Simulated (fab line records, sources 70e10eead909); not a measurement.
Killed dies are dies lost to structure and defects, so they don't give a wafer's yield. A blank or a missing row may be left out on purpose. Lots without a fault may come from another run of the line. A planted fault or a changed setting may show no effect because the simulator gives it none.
fab line records | flow nand_harc
record lots=13 wafers=38 last_day=32
route steps=1302 shown A_M0@1150 A_M1@1176
lots that met no fault: from a run of the same line without faults
start_h: hours from the record's first day to the start of the lot's first wafer shown | wait_h: hours since the lot's step before | " the same as in the row above | L1.1+2: a row that stands for several wafers | - no value, or no start given | * or withheld: withheld | < > ~ a bound
route shown NAME@n: a module of which the file shows steps, and the number in the route of the first | usual: mean/standard deviation of fault-free wafers | same: alike in all rows | chamber/n: place in a boat | sites: the reading at each site | _std_site: their standard deviation | _edge_site: outer sites' mean less inner sites' | radius_mm: how far each site lies from the wafer's centre | mask NAME#n: copy n | behind: the tool/chamber that last shaped the wafer | hold: why the lot was held/for how many hours/how that ended | device: the transistor (n, p or np) that didn't switch | end of line: the same wafers' tests at the end of the route | a step without rows: its recipe alone | killed: dies lost to structure and defects at the first sort, not the wafer's yield | map: a wafer's dies, x killed, . not, _ none there
set.NAME: the setting as run; set.NAME@STEP: as run at that earlier step | model.NAME: the simulator's own value behind a step, which no gauge read
steps of the route over a sample of lots; a table a step, a row a wafer
services: from which hour (start_h, from the record's first day; less than 0 if before it) a tool's chamber was out of use, for how many hours, and why
## steps
# step NHARC_A_M0_DESCUM_14
# recipe time_s=3 o2_flow_sccm=200 ar_flow_sccm=0 bias_power_w=0 chemistry=O2
# usual drypump_motor_current_A=5.6/0.38 oes_product_au=0.999/0.014 rf_vpp_V=57.8/0.82 showerhead_plenum_p_Torr=1.94/0.069 throttle_valve_pct=11.311/0.0088
# same time_s=3
# columns lot.wafer tool chamber start_h wait_h drypump_motor_current_A oes_product_au rf_hours_counter_h rf_vpp_V showerhead_plenum_p_Torr throttle_valve_pct
L623.1 rie_diel-05 0 522.50 0.1 6.1 0.992 4.3 55.5 2.00 11.313
L623.2 " 1 " " 5.3 1.004 4.6 59.2 2.03 11.316
L623.5 " 0 " " 6.2 0.998 - 60.0 2.00 11.317
L625.1 rie_diel-06 1 537.94 0.1 6.0 1.010 1.9 58.2 1.98 11.313
L625.2 " 0 " " 5.3 0.998 1.9 57.6 1.92 11.314
L625.3 " 1 " " 6.0 1.010 - 58.7 1.98 11.303
L627.2 rie_diel-06 1 551.02 0.1 6.0 1.001 2.1 58.0 1.98 11.309
L627.3 " 3 " " 5.5 1.010 0.4 56.6 1.96 11.320
L627.6 " 2 " " 5.8 1.006 - 57.0 1.86 11.309
L629.3 rie_diel-05 3 559.32 0.1 5.3 1.007 7.4 58.5 1.89 11.309
L629.2 " 1 " " 5.3 1.004 6.2 58.1 2.03 11.316
L629.1 " 2 " " 5.2 0.993 7.1 57.7 2.03 11.293
L630.2 rie_diel-04 0 585.99 0.1 5.7 0.988 3.2 55.7 1.82 11.303
L630.4 " 1 " " 5.9 1.013 2.2 55.9 1.89 11.306
L630.3 " 3 " " 6.2 1.004 3.7 58.0 1.88 11.321
L632.4 rie_diel-04 2 604.21 0.1 5.2 1.002 3.1 57.9 1.94 11.322
L632.3 " 3 " " 6.2 1.009 4.0 59.0 1.88 11.309
L632.6 " 0 " " 5.7 0.978 - 58.0 1.82 11.309
L634.2 rie_diel-04 2 643.10 0.1 5.2 0.996 4.5 57.3 1.94 11.320
L634.5 " 0 " " 5.7 0.969 - 58.1 1.82 11.307
L634.6 " 1 " " 6.0 1.009 - 57.8 1.89 11.316
L636.1 rie_diel-04 1 644.16 0.1 5.9 1.008 3.9 56.6 1.89 11.306
L636.4 " 2 " " 5.2 0.997 4.5 58.6 1.94 11.319
L636.6 " 2 " " 5.2 1.003 - 58.2 1.94 11.307
L635.3 rie_diel-04 2 651.57 0.1 5.2 0.997 4.6 56.7 1.94 11.306
L635.4 " 0 " " 5.7 0.974 5.2 56.6 1.82 11.326
L635.5 " 1 " " 6.0 1.014 - 57.4 1.89 11.310
L640.3 rie_diel-06 2 681.82 0.1 5.8 1.011 0.7 57.4 1.86 11.302
L640.4 " 3 " " 5.4 0.966 1.0 57.1 1.95 11.312
L640.1 " 0 " " 5.3 0.981 0.8 57.0 1.92 11.311
L639.2 rie_diel-05 3 686.98 0.1 5.3 1.004 4.4 58.7 1.89 11.309
L639.1 " 0 " " 6.2 0.994 4.4 58.2 2.00 11.303
L642.2 rie_diel-04 0 698.86 0.1 5.7 0.985 8.3 56.1 1.82 11.311
L642.1 " 2 " " 5.2 1.009 8.3 56.6 1.94 11.313
L642.4 " 3 " " 6.2 1.024 9.1 57.6 1.88 11.322
L643.3 rie_diel-06 1 724.12 0.1 6.0 1.000 2.2 57.5 1.98 11.324
L643.4 " 2 " " 5.8 1.004 2.2 56.7 1.86 11.306
L643.6 " 1 " " 6.0 0.999 - 57.1 1.98 11.294
# step NHARC_A_M1_EXPOSE_06
# recipe na=1.35 target_cd_nm=120 dose_mj=75.13 mask_id=A_M1
# usual stage_vel_mm_s=499.99/0.22
# columns lot.wafer tool chamber start_h wait_h mask stage_vel_mm_s
L623.1 arfi_scanner-02 0 526.23 - A_M1#0 499.72
L623.2 " 0 " " A_M1#0 499.64
L623.5 " 0 " " A_M1#0 499.69
L625.1 arfi_scanner-01 0 541.68 - A_M1#0 500.14
L625.2 " 0 " " A_M1#0 500.10
L625.3 " 0 " " A_M1#0 499.98
L627.2 arfi_scanner-01 0 554.67 - A_M1#0 500.13
L627.3 " 0 " " A_M1#0 500.11
L627.6 " 0 " " A_M1#0 499.70
L629.1 arfi_scanner-03 0 563.06 - A_M1#0 500.10
L629.2 " 0 " " A_M1#0 500.21
L629.3 " 0 " " A_M1#0 500.08
L630.2 arfi_scanner-01 0 589.77 - A_M1#0 499.83
L630.3 " 0 " " A_M1#0 499.62
L630.4 " 0 " " A_M1#0 500.22
L632.3 arfi_scanner-03 0 607.82 - A_M1#0 500.16
L632.4 " 0 " " A_M1#0 500.20
L632.6 " 0 " " A_M1#0 499.64
L634.2 arfi_scanner-01 0 646.81 - A_M1#0 499.92
L634.5 " 0 " " A_M1#0 499.92
L634.6 " 0 " " A_M1#0 499.90
L636.1 arfi_scanner-03 0 647.98 - A_M1#0 500.01
L636.4 " 0 " " A_M1#0 500.01
L636.6 " 0 " " A_M1#0 499.70
L635.3 arfi_scanner-03 0 655.20 - A_M1#0 500.14
L635.4 " 0 " " A_M1#0 499.86
L635.5 " 0 " " A_M1#0 500.21
L640.1 arfi_scanner-01 0 685.42 - A_M1#0 500.35
L640.3 " 0 " " A_M1#0 500.08
L640.4 " 0 " " A_M1#0 500.13
L639.1 arfi_scanner-01 0 690.54 - A_M1#0 499.93
L639.2 " 0 " " A_M1#0 499.92
L642.1 arfi_scanner-03 0 702.60 - A_M1#0 499.74
L642.2 " 0 " " A_M1#0 500.34
L642.4 " 0 " " A_M1#0 499.90
L643.3 arfi_scanner-02 0 727.85 - A_M1#0 500.58
L643.4 " 0 " " A_M1#0 500.01
L643.6 " 0 " " A_M1#0 500.31
# step NHARC_A_M1_CD_MEAS_09
# recipe target_cd_nm=120 landing_energy_ev=500
# usual cd_nm=120.2/0.78
# columns lot.wafer tool chamber start_h wait_h cd_nm
L623.1 cd_sem-01 0 526.38 - 121.0
L623.2 " 0 " " 119.3
L623.5 " 0 " " 121.1
L625.1 cd_sem-01 0 541.82 - 120.5
L625.2 " 0 " " 121.8
L625.3 " 0 " " 121.2
L627.2 cd_sem-01 0 554.81 - 120.6
L627.3 " 0 " " 120.5
L627.6 " 0 " " 119.3
L629.1 cd_sem-02 0 563.20 - 120.5
L629.2 " 0 " " 119.3
L629.3 " 0 " " 119.8
L630.2 cd_sem-03 0 589.91 - 120.0
L630.3 " 0 " " 119.9
L630.4 " 0 " " 119.1
L632.3 cd_sem-01 0 607.95 - 118.8
L632.4 " 0 " " 120.7
L632.6 " 0 " " 120.0
L634.2 cd_sem-01 0 646.95 - 121.0
L634.5 " 0 " " 120.3
L634.6 " 0 " " 119.5
L636.1 cd_sem-02 0 648.12 - 121.4
L636.4 " 0 " " 119.9
L636.6 " 0 " " 121.2
L635.3 cd_sem-01 0 655.34 - 120.2
L635.4 " 0 " " 120.7
L635.5 " 0 " " 120.0
L640.1 cd_sem-01 0 685.56 - 121.0
L640.3 " 0 " " 120.3
L640.4 " 0 " " 120.6
L639.1 cd_sem-03 0 690.68 - 120.6
L639.2 " 0 " " 119.8
L642.1 cd_sem-02 0 702.74 - 119.6
L642.2 " 0 " " 120.0
L642.4 " 0 " " 120.7
L643.3 cd_sem-01 0 727.99 - 120.0
L643.4 " 0 " " 121.3
L643.6 " 0 " " 120.8
# step NHARC_A_M1_OVL_MEAS_10
# recipe pitch_nm=240
# usual overlay_x_nm=0.1/0.8 overlay_y_nm=0.0/1.1
# columns lot.wafer tool chamber start_h wait_h overlay_x_nm overlay_y_nm
L623.1 overlay-01 - 526.47 - 0.3 0.4
L623.2 " - " " 0.6 0.3
L623.5 " - " " 0.3 0.8
L625.1 overlay-02 - 541.91 - -0.7 -1.3
L625.2 " - " " -0.2 -1.3
L625.3 " - " " -1.0 -1.0
L627.2 overlay-02 - 554.90 - 0.4 2.1
L627.3 " - " " 0.2 2.1
L627.6 " - " " 0.4 1.9
L629.1 overlay-02 - 563.29 - -0.6 0.5
L629.2 " - " " -0.6 0.9
L629.3 " - " " -0.6 0.5
L630.2 overlay-02 - 590.00 - -1.0 0.1
L630.3 " - " " -1.6 -0.2
L630.4 " - " " -1.3 0.1
L632.3 overlay-02 - 608.04 - -0.9 1.7
L632.4 " - " " 0.6 1.7
L632.6 " - " " 0.1 1.4
L634.2 overlay-02 - 647.03 - 1.9 -1.8
L634.5 " - " " 1.5 -0.4
L634.6 " - " " 2.1 -1.1
L636.1 overlay-01 - 648.21 - -0.1 0.7
L636.4 " - " " -0.3 1.0
L636.6 " - " " -0.7 1.3
L635.3 overlay-01 - 655.42 - 0.2 -0.1
L635.4 " - " " 0.7 0.1
L635.5 " - " " 0.1 0.0
L640.1 overlay-01 - 685.64 - 14.2 -0.5
L640.3 " - " " 14.3 -1.1
L640.4 " - " " 14.4 -0.8
L639.1 overlay-01 - 690.77 - 13.8 0.6
L639.2 " - " " 13.9 0.4
L642.1 overlay-01 - 702.83 - -0.2 -0.1
L642.2 " - " " -0.8 -0.3
L642.4 " - " " -0.7 0.2
L643.3 overlay-02 - 728.07 - 0.4 0.4
L643.4 " - " " 1.0 1.1
L643.6 " - " " 1.0 1.1
# step NHARC_A_M1_PRE_CLEAN_30
# recipe time_s=30 temp_c=280 gas=H2/He
# usual heater_power_w=413/33
# same time_s=30
# columns lot.wafer tool chamber start_h wait_h heater_power_w
L623.2 pvd_sputter-01 - - - 429
L623.1 " - " " 383
L623.5 " - " " 423
L625.2 pvd_sputter-02 - - - 409
L625.1 " - " " 412
L625.3 " - " " 389
L627.3 pvd_sputter-01 - - - 465
L627.2 " - " " 416
L627.6 " - " " 380
L629.1 pvd_sputter-02 - - - 391
L629.3 " - " " 416
L629.2 " - " " 414
L630.2 pvd_sputter-03 - - - 384
L630.3 " - " " 460
L630.4 " - " " 363
L632.4 pvd_sputter-01 - - - 418
L632.3 " - " " 396
L632.6 " - " " 409
L634.2 pvd_sputter-03 - - - 465
L634.5 " - " " 470
L634.6 " - " " 355
L636.1 pvd_sputter-01 - - - 406
L636.4 " - " " 448
L636.6 " - " " 458
L635.3 pvd_sputter-03 - - - 473
L635.4 " - " " 373
L635.5 " - " " 365
L640.3 pvd_sputter-02 - - - 419
L640.4 " - " " 441
L640.1 " - " " 397
L639.2 pvd_sputter-03 - - - 364
L639.1 " - " " 477
L642.4 pvd_sputter-02 - - - 426
L642.1 " - " " 390
L642.2 " - " " 417
L643.3 pvd_sputter-02 - - - 435
L643.4 " - " " 417
L643.6 " - " " 432
## services
# columns tool chamber start_h hours kind
pvd_sputter-02 - 518.09 1.1 repair
rie_diel-06 - 521.13 2.3 repair
rie_diel-06 3 526.54 23.5 repair
rie_diel-04 - 531.93 9.0 pm
rie_diel-06 2 532.32 9.6 repair
pvd_sputter-03 - 535.45 10.0 pm
pvd_sputter-02 - 538.30 4.0 repair
arfi_scanner-03 - 540.00 4.0 pm
rie_diel-06 0 549.14 9.2 repair
rie_diel-06 2 553.34 5.1 repair
rie_diel-06 0 571.40 1.4 repair
rie_diel-06 - 575.32 0.7 repair
rie_diel-04 2 581.62 3.1 repair
pvd_sputter-01 - 582.03 10.0 pm
rie_diel-06 3 583.37 4.8 repair
pvd_sputter-02 - 588.24 1.4 repair
arfi_scanner-01 - 596.03 4.0 pm
pvd_sputter-02 - 638.01 10.0 pm
rie_diel-06 - 661.20 9.0 pm
rie_diel-06 - 691.62 0.2 repair
rie_diel-06 - 695.71 0.8 repair
arfi_scanner-03 - 707.73 54.5 repair
rie_diel-04 - 708.93 9.0 pm
pvd_sputter-03 - 713.45 10.0 pm
## key
first_sign step=NHARC_A_M1_OVL_MEAS_10 reading=overlay_x_nm direction=up sigmas=18 usual=0.1 struck=14.1
effect none on later readings
met_at NHARC_A_M1_EXPOSE_06
struck_lots L639,L640
sort_left_out L639.1,L639.2
not_acting_at NHARC_A_M0_DESCUM_14,NHARC_A_M1_CD_MEAS_09,NHARC_A_M1_PRE_CLEAN_30
onset_between 646.81 685.42
earlier_fault kind=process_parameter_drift tool=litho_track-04 chamber=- onset_h=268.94 steps=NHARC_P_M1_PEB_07 channel=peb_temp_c offset=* shape=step end_h=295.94 acts_in=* stated=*
fault kind=scanner_matching_overlay tool=arfi_scanner-01 chamber=- onset_h=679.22 steps=NHARC_A_M1_EXPOSE_06 offset=14.628
# sort_left_out: the simulated sort isn't trusted on such a fault, so these wafers' sort isn't shown, and their yield isn't known
